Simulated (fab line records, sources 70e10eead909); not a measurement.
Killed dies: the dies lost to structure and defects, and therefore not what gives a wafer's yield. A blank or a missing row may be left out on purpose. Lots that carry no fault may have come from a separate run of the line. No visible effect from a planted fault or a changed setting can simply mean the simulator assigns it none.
Which of the tools did it?	flow nand-harc	72 wafers from 24 lots sampled at 6 of the route's 1302 steps

== WHAT EACH GAUGE READ, for each wafer ==
NHARC_A_CONTACT_CD_MEAS_15.
lot	measured	on	cd-nm (nm)
L074	day 22 07:26	cd-sem-01	190.1 189.0 189.8
L075	day 23 02:24	cd-sem-01	190.8 190.3 190.3
L077	day 23 06:12	cd-sem-03	188.7 188.7 188.6
L076	day 23 07:18	cd-sem-03	189.6 189.7 189.7
L078	day 23 18:44	cd-sem-03	190.0 189.5 188.9
L079	day 25 05:37	cd-sem-03	190.1 190.2 190.0
L080	day 25 06:01	cd-sem-01	190.5 190.2 190.7
L081	day 25 11:43	cd-sem-01	190.6 190.2 189.9
L082	day 26 10:26	cd-sem-02	189.9 189.7 190.0
L083	day 26 16:06	cd-sem-03	190.1 190.3 189.4
L084	day 26 17:16	cd-sem-02	188.9 189.4 189.6
L086	day 27 11:29	cd-sem-03	189.1 188.7 189.2
L085	day 27 21:08	cd-sem-03	191.3 191.0 190.7
L088	day 28 07:12	cd-sem-02	189.6 189.8 189.2
L087	day 28 11:02	cd-sem-02	190.3 190.1 190.4
L089	day 28 14:21	cd-sem-02	190.0 190.1 189.9
L090	day 28 16:39	cd-sem-01	190.1 189.9 189.9
L093	day 29 15:27	cd-sem-03	189.7 189.2 190.4
L091	day 29 17:01	cd-sem-02	190.5 190.4 190.5
L092	day 29 23:04	cd-sem-02	190.2 190.0 190.2
L094	day 30 19:50	cd-sem-02	191.0 191.1 190.8
L095	day 31 09:37	cd-sem-03	189.8 189.8 189.6
L096	day 31 12:56	cd-sem-03	190.7 190.8 190.5
L097	day 31 16:50	cd-sem-03	190.9 190.7 190.7

NHARC_A_BLC_OVL_MEAS_11.
lot	measured	on	overlay-x-nm (nm)	overlay-y-nm (nm)
L074	day 22 10:28	overlay-02	1.0 0.9 0.9	0.6 0.7 0.3
L075	day 23 05:35	overlay-02	1.4 0.7 1.4	-0.2 0.9 0.4
L077	day 23 09:09	overlay-02	0.3 0.1 -0.3	-0.1 0.2 0.2
L076	day 23 10:16	overlay-01	0.0 -0.1 -0.3	0.4 0.1 -0.1
L078	day 23 21:55	overlay-02	0.0 -0.3 -0.3	-0.3 0.0 -0.4
L079	day 25 08:31	overlay-02	1.6 1.1 1.2	-1.6 -1.6 -1.2
L080	day 25 09:10	overlay-01	-0.5 0.0 0.0	-0.6 -0.5 -0.4
L081	day 25 14:43	overlay-02	-0.4 -0.4 -0.2	0.6 0.1 -0.2
L082	day 26 13:20	overlay-02	1.3 1.5 1.0	-0.6 -1.1 0.3
L083	day 26 19:14	overlay-02	-0.3 -0.6 -0.8	0.3 0.1 0.9
L084	day 26 20:17	overlay-01	-1.3 -1.2 -0.7	-0.2 -0.5 0.3
L086	day 27 14:33	overlay-01	-0.4 0.3 0.1	-0.8 -0.2 -1.0
L085	day 28 00:49	overlay-01	-0.1 -0.2 0.4	2.0 0.9 1.8
L088	day 28 10:08	overlay-01	-1.2 -0.5 -0.4	0.3 0.0 0.4
L087	day 28 13:55	overlay-02	-0.2 0.0 0.0	0.1 0.3 0.4
L089	day 28 17:15	overlay-02	0.1 -0.3 -0.2	1.1 0.8 -0.2
L090	day 28 19:40	overlay-02	1.0 1.0 1.2	0.3 0.1 0.4
L093	day 29 18:29	overlay-02	2.0 1.9 1.8	0.9 1.1 0.9
L091	day 29 20:04	overlay-01	-0.6 -0.4 -0.4	-1.2 -0.4 -0.4
L092	day 30 02:11	overlay-02	-0.5 -0.4 -0.6	0.1 0.0 0.4
L094	day 30 22:50	overlay-01	0.5 0.0 0.2	-0.4 -0.2 -0.3
L095	day 31 12:42	overlay-01	-0.9 -0.4 -0.6	-0.1 -0.7 -0.5
L096	day 31 16:03	overlay-01	-0.9 -0.5 0.0	0.6 0.7 0.7
L097	day 31 19:50	overlay-01	0.1 0.6 0.1	-1.2 -0.8 -1.0

== TOOL THAT RAN EACH LOT (tool first, then ch and the chambers of the sampled wafers, then the start) ==
lot	NHARC_A_CONTACT_ETCH_128	NHARC_A_CONTACT_DEP_85	NHARC_A_CONTACT_ETCH_139	NHARC_A_CONTACT_STRIP_26
L074	har-cap-etch-02 ch 1, day 21 22:47	pecvd-02 ch 0,1,2, day 22 03:21	har-cap-etch-03 ch 0,1, day 22 06:40	rie-diel-03 ch 2,3, day 22 10:28 or earlier
L075	har-cap-etch-03 ch 0,1, day 22 16:14	pecvd-02 ch 0,1, day 22 22:07	har-cap-etch-01 ch 0,1, day 23 01:43	rie-diel-03 ch 1,2, day 23 05:35 or earlier
L077	har-cap-etch-01 ch 1, day 22 21:23	pecvd-03 ch 1,2, day 23 01:58	har-cap-etch-02 ch 0,1, day 23 05:28	rie-diel-03 ch 1,3, day 23 09:09 or earlier
L076	har-cap-etch-02 ch 0,1, day 22 22:34	pecvd-02 ch 0,1, day 23 03:06	har-cap-etch-03 ch 0,1, day 23 06:34	rie-diel-03 ch 1,3, day 23 10:16 or earlier
L078	har-cap-etch-01 ch 0,1, day 23 09:44	pecvd-03 ch 0,1,2, day 23 14:40	har-cap-etch-02 ch 0,1, day 23 18:01	rie-diel-03 ch 0,1,3, day 23 21:55 or earlier
L079	har-cap-etch-03 ch 0,1, day 24 19:32	pecvd-01 ch 0,2, day 25 00:40	har-cap-etch-03 ch 0,1, day 25 04:43	rie-diel-05 ch 0,2,3, day 25 08:31 or earlier
L080	har-cap-etch-01 ch 0,1, day 24 21:19	pecvd-02 ch 0,1,2, day 25 01:57	har-cap-etch-01 ch 0,1, day 25 05:17	rie-diel-03 ch 0,2,3, day 25 09:10 or earlier
L081	har-cap-etch-02 ch 0,1, day 25 02:17	pecvd-01 ch 0,1, day 25 06:51	har-cap-etch-02 ch 0,1, day 25 10:49	rie-diel-03 ch 0,2, day 25 14:43 or earlier
L082	har-cap-etch-03 ch 0,1, day 26 01:26	pecvd-02 ch 0,1,2, day 26 06:30	har-cap-etch-03 ch 1, day 26 09:43	rie-diel-05 ch 0,3, day 26 13:20 or earlier
L083	har-cap-etch-01 ch 0,1, day 26 06:28	pecvd-01 ch 0,1,2, day 26 12:09	har-cap-etch-02 ch 0,1, day 26 15:19	rie-diel-03 ch 0,1,2, day 26 19:14 or earlier
L084	har-cap-etch-02 ch 0,1, day 26 08:07	pecvd-03 ch 0,1, day 26 12:45	har-cap-etch-03 ch 1, day 26 16:01	rie-diel-03 ch 0,1,2, day 26 20:17 or earlier
L086	har-cap-etch-01 ch 0,1, day 27 02:32	pecvd-02 ch 1,2, day 27 07:23	har-cap-etch-01 ch 0,1, day 27 10:46	rie-diel-13 ch 1,2,3, day 27 14:33 or earlier
L085	har-cap-etch-03 ch 0,1, day 27 11:21	pecvd-02 ch 0,2, day 27 17:10	har-cap-etch-03 ch 0,1, day 27 20:22	rie-diel-03 ch 0,2,3, day 28 00:49 or earlier
L088	har-cap-etch-01 ch 0,1, day 27 20:15	pecvd-01 ch 1,2, day 28 03:03	har-cap-etch-02 ch 0,1, day 28 06:23	rie-diel-13 ch 0,2, day 28 10:08 or earlier
L087	har-cap-etch-02 ch 0,1, day 27 22:16	pecvd-01 ch 1,2, day 28 06:46	har-cap-etch-03 ch 0,1, day 28 10:16	rie-diel-13 ch 0,3, day 28 13:55 or earlier
L089	har-cap-etch-03 ch 0,1, day 28 03:47	pecvd-01 ch 0,2, day 28 10:16	har-cap-etch-01 ch 0,1, day 28 13:34	rie-diel-13 ch 1,2,3, day 28 17:15 or earlier
L090	har-cap-etch-01 ch 0,1, day 28 05:02	pecvd-01 ch 0,2, day 28 11:59	har-cap-etch-03 ch 0,1, day 28 15:58	rie-diel-03 ch 1,2, day 28 19:40 or earlier
L093	har-cap-etch-02 ch 0,1, day 29 06:16	pecvd-03 ch 0,1, day 29 10:52	har-cap-etch-03 ch 0,1, day 29 14:38	rie-diel-03 ch 2,3, day 29 18:29 or earlier
L091	har-cap-etch-01 ch 0,1, day 29 07:38	pecvd-03 ch 0,2, day 29 12:55	har-cap-etch-01 ch 0,1, day 29 16:17	rie-diel-13 ch 0,2,3, day 29 20:04 or earlier
L092	har-cap-etch-02 ch 0,1, day 29 14:28	pecvd-02 ch 0,2, day 29 19:05	har-cap-etch-02 ch 0,1, day 29 22:19	rie-diel-03 ch 0,2,3, day 30 02:11 or earlier
L094	har-cap-etch-01 ch 0,1, day 30 06:53	pecvd-01 ch 0,2, day 30 15:22	har-cap-etch-01 ch 0,1, day 30 19:08	rie-diel-13 ch 1,3, day 30 22:50 or earlier
L095	har-cap-etch-02 ch 0,1, day 30 22:36	pecvd-02 ch 1,2, day 31 04:46	har-cap-etch-02 ch 0,1, day 31 08:22	rie-diel-05 ch 1,3, day 31 12:42 or earlier
L096	har-cap-etch-01 ch 0,1, day 31 03:28	pecvd-01 ch 1,2, day 31 08:37	har-cap-etch-01 ch 0,1, day 31 12:15	rie-diel-03 ch 0,2, day 31 16:03 or earlier
L097	har-cap-etch-03 ch 0,1, day 31 06:51	pecvd-02 ch 0,1,2, day 31 12:53	har-cap-etch-03 ch 0,1, day 31 16:05	rie-diel-03 ch 0,2, day 31 19:50 or earlier
- NHARC_A_CONTACT_ETCH_128: etches the open film in C4F8/O2/Ar, time 197 s, target depth 1918 nm.
- NHARC_A_CONTACT_DEP_85: deposits SiON, target thk 60 nm.
- NHARC_A_CONTACT_ETCH_139: etches the open film in C4F8/O2/Ar, time 195 s, target depth 840 nm.
- NHARC_A_CONTACT_STRIP_26: strips in O2.

== AS READ BY THE TOOLS THEMSELVES (means over the sampled wafers that have a number; for cases with no such wafer, the mark the record gives instead) ==
NHARC_A_CONTACT_ETCH_128.
lot	tool	oes-air-line-au (a.u.)
L074	har-cap-etch-02	0.988
L075	har-cap-etch-03	0.985
L077	har-cap-etch-01	1.014
L076	har-cap-etch-02	1.005
L078	har-cap-etch-01	1.005
L079	har-cap-etch-03	1.016
L080	har-cap-etch-01	1.028
L081	har-cap-etch-02	0.995
L082	har-cap-etch-03	1.029
L083	har-cap-etch-01	1.011
L084	har-cap-etch-02	1.013
L086	har-cap-etch-01	1.006
L085	har-cap-etch-03	1.003
L088	har-cap-etch-01	1.011
L087	har-cap-etch-02	1.005
L089	har-cap-etch-03	1.024
L090	har-cap-etch-01	1.015
L093	har-cap-etch-02	1.007
L091	har-cap-etch-01	0.986
L092	har-cap-etch-02	1.018
L094	har-cap-etch-01	1.011
L095	har-cap-etch-02	1.040
L096	har-cap-etch-01	1.027
L097	har-cap-etch-03	0.992

NHARC_A_CONTACT_DEP_85.
lot	tool	heater-power-w (W)
L074	pecvd-02	792
L075	pecvd-02	654
L077	pecvd-03	663
L076	pecvd-02	741
L078	pecvd-03	698
L079	pecvd-01	700
L080	pecvd-02	774
L081	pecvd-01	674
L082	pecvd-02	818
L083	pecvd-01	752
L084	pecvd-03	664
L086	pecvd-02	860
L085	pecvd-02	815
L088	pecvd-01	828
L087	pecvd-01	809
L089	pecvd-01	807
L090	pecvd-01	835
L093	pecvd-03	759
L091	pecvd-03	677
L092	pecvd-02	824
L094	pecvd-01	820
L095	pecvd-02	818
L096	pecvd-01	816
L097	pecvd-02	785

NHARC_A_CONTACT_ETCH_139.
lot	tool	oes-air-line-au (a.u.)
L074	har-cap-etch-03	1.016
L075	har-cap-etch-01	0.997
L077	har-cap-etch-02	1.002
L076	har-cap-etch-03	0.993
L078	har-cap-etch-02	0.989
L079	har-cap-etch-03	1.027
L080	har-cap-etch-01	1.005
L081	har-cap-etch-02	0.983
L082	har-cap-etch-03	1.016
L083	har-cap-etch-02	1.015
L084	har-cap-etch-03	0.999
L086	har-cap-etch-01	1.018
L085	har-cap-etch-03	0.994
L088	har-cap-etch-02	1.012
L087	har-cap-etch-03	0.982
L089	har-cap-etch-01	0.987
L090	har-cap-etch-03	1.005
L093	har-cap-etch-03	1.003
L091	har-cap-etch-01	0.984
L092	har-cap-etch-02	0.990
L094	har-cap-etch-01	0.973
L095	har-cap-etch-02	1.007
L096	har-cap-etch-01	1.010
L097	har-cap-etch-03	1.017

NHARC_A_CONTACT_STRIP_26.
lot	tool	drypump-motor-current-A (A)	oes-product-au (a.u.)	rf-vpp-V (V)	showerhead-plenum-p-Torr (Torr)	throttle-valve-pct (%)
L074	rie-diel-03	6.2	1.002	57.6	3.49	17.033
L075	rie-diel-03	5.7	1.008	57.3	3.63	17.039
L077	rie-diel-03	5.7	0.997	57.5	3.49	17.030
L076	rie-diel-03	5.7	1.001	57.7	3.49	17.039
L078	rie-diel-03	5.5	0.994	56.8	3.45	17.032
L079	rie-diel-05	5.3	0.998	58.4	3.44	17.042
L080	rie-diel-03	5.8	0.998	57.7	3.40	17.038
L081	rie-diel-03	5.6	1.001	57.4	3.36	17.028
L082	rie-diel-05	5.3	1.002	57.5	3.46	17.039
L083	rie-diel-03	5.7	1.010	57.8	3.49	17.039
L084	rie-diel-03	5.7	1.007	57.0	3.49	17.036
L086	rie-diel-13	5.2	0.987	58.5	3.48	17.035
L085	rie-diel-03	5.8	1.008	58.0	3.58	17.041
L088	rie-diel-13	5.6	0.985	57.0	3.40	17.033
L087	rie-diel-13	5.6	0.995	57.5	3.36	17.024
L089	rie-diel-13	5.3	0.993	57.6	3.48	17.041
L090	rie-diel-03	5.7	1.002	57.9	3.62	17.034
L093	rie-diel-03	6.0	1.008	58.0	3.44	17.044
L091	rie-diel-13	5.6	0.998	58.3	3.37	17.038
L092	rie-diel-03	5.8	0.995	57.5	3.57	17.039
L094	rie-diel-13	5.3	0.996	56.9	3.45	17.032
L095	rie-diel-05	5.3	1.000	58.1	3.42	17.033
L096	rie-diel-03	5.6	0.999	58.2	3.71	17.042
L097	rie-diel-03	5.6	0.990	57.9	3.71	17.039

== THE ANSWER, worked out from the rows above alone ==
Rule: what is usual is taken from the lots themselves. The widest of any qualifying gaps counts: lots, ordered by their means at a reading, are off when they make up no more than a third of the lots, leave a main group of 4 or more, and stand apart from it by 3 or more times the standard deviation of that group's means. The tables above print the reading to a certain number of digits; a main group whose means all agree to those digits is not used. A lot without any number at a reading at which 4 lots or more have one is off too. Any other lot the step has rows for is counted as sound. The gauges are gone through in route order, then the tools' own readings, and for those a lot's mean is taken as printed above. At the first step where some lot is off, the reading lying furthest off is the one used; lots without a number count as furthest.
Across all readings shown, no lot is off: no conclusion can be drawn from this.

== WHAT THE SIMULATOR HAD PUT IN ==
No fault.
